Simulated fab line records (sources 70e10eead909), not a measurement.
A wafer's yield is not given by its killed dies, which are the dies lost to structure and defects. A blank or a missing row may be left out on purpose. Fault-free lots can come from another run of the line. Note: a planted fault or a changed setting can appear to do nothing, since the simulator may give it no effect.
A lot that was struck, set against a sound lot	flow nand-harc	13 steps out of a route of 1302
Sound: these wafers, L334.2, L334.5, L334.6. Struck: wafer L345.2 (left out: L345.1, L345.3 of the same lot, which were not struck); the cause appears at the end.
At each step with rows: each side's tool, then ch and its chambers, then its first start. Under that, the readings that differ: sound wafers	struck wafers	difference of the means	sigmas: that difference in standard deviations of wafers without a fault.
alike: readings with means less than 2 such deviations apart, plus words and numbers identical on both sides. not compared: withheld readings, readings lacking a value on some wafer, bounds such as >300 that could conceal the same value, and numbers that have no deviation in the record and whose values overlap.
A row with sigmas, a row that says differs or no value, or rows on one side alone: a step with any of these is where the two part. When numbers do not overlap yet have no deviation, they are printed without sigmas and do not part them. Lack of a reading on every wafer of one side parts them only where that side has two or more wafers.

first, 1 step without rows for these wafers: NHARC_A_SLIT_SRD_20.
NHARC_A_SLIT_CD_MEAS_21:
  sound on cd-sem-01, day 23 08:41; struck on cd-sem-02, day 28 15:37
  alike: cd-nm
then, 3 steps without rows for these wafers: NHARC_A_SIN_REMOVE_WET_00 (chemistry H3PO4, time 15300 s); NHARC_A_SIN_REMOVE_PRECLEAN_01 (cleans in SC1); NHARC_A_SIN_REMOVE_SRD_02.
NHARC_A_SIN_REMOVE_INSPECT_04:
  sound on defect-inspect-02, day 23 14:14; struck on defect-inspect-02, day 28 22:13
  alike: raw-defect-count
NHARC_A_WL_FILL_ALD_00: deposits Al2O3, target thk 3 nm, pulse time 3 s, ald cycles 30.
  sound on ald-hk-03 ch 1,2,3, day 23 14:21; struck on ald-hk-02 ch 3, day 28 22:17
  alike: heater-power-w, precursor-pulse-height-rel
  not compared: since-wet-clean-h
NHARC_A_WL_FILL_RTA_01: time 5 s.
  sound on rtp-anneal-01 ch 0, day 23 14:35; struck on rtp-anneal-01 ch 0, day 28 22:32
  alike: lamp-power-pct, wafer_temp_C_max
NHARC_A_WL_FILL_ALD_02: deposits TiN, target thk 2 nm, pulse time 3 s, ald cycles 100.
  sound on ald-metal-03 ch 0,1,2, day 23 14:53; struck on ald-metal-03 ch 1, day 28 22:45
  alike: heater-power-w, precursor-pulse-height-rel
  not compared: since-wet-clean-h
NHARC_A_WL_FILL_CVD_03: deposits W, target thk 40 nm, time 279 s.
  sound on cvd-w-01 ch 0,1, day 23 15:31; struck on cvd-w-01 ch 0, day 28 23:11
  alike: heater-power-w, mfc-h2-sccm, throttle-valve-pct
  not compared: since-wet-clean-h
NHARC_A_WL_FILL_ETCHBACK_04: etches the open film in NF3, target depth 60 nm, time 120 s.
  sound on rie-metal-02 ch 0,1, day 23 15:55; struck on rie-metal-01 ch 0, day 28 23:34
reading	sound	struck	difference	sigmas
oes-product-au (a.u.)	0.986 1.005 1.008	1.019	+0.019	+2
run-length-s (s)	141.8 142.0 141.7	102.7	-39.1	-82
  alike: drypump-motor-current-A
  not compared: rf-hours-counter-h
NHARC_A_WL_FILL_ETCHBACK_05: etches the open film in Cl2/BCl3, target depth 22 nm, time 60 s.
  sound on rie-metal-02 ch 0,1, day 23 16:08; struck on rie-metal-01 ch 0, day 28 23:49
  alike: drypump-motor-current-A, oes-product-au, run-length-s, temp-c
  not compared: rf-hours-counter-h
-- the record jumps here: 4 days lie between the struck wafers' starts before and after (it left off in module A_WL_FILL and takes up again in module END, whose first step shown is number 1302 of the route) --
NHARC_END_SORT_01:
  the record has rows for the struck wafers here (prober-01 ch 0, day 32 18:31) and none for the sound ones

## WHERE THEY PART
Earliest at NHARC_A_WL_FILL_ETCHBACK_04; latest, in this record, at NHARC_END_SORT_01.

WHY: whatever the simulator had introduced
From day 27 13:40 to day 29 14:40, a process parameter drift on rie-metal-01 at NHARC_A_WL_FILL_ETCHBACK_04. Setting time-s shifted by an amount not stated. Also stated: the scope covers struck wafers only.
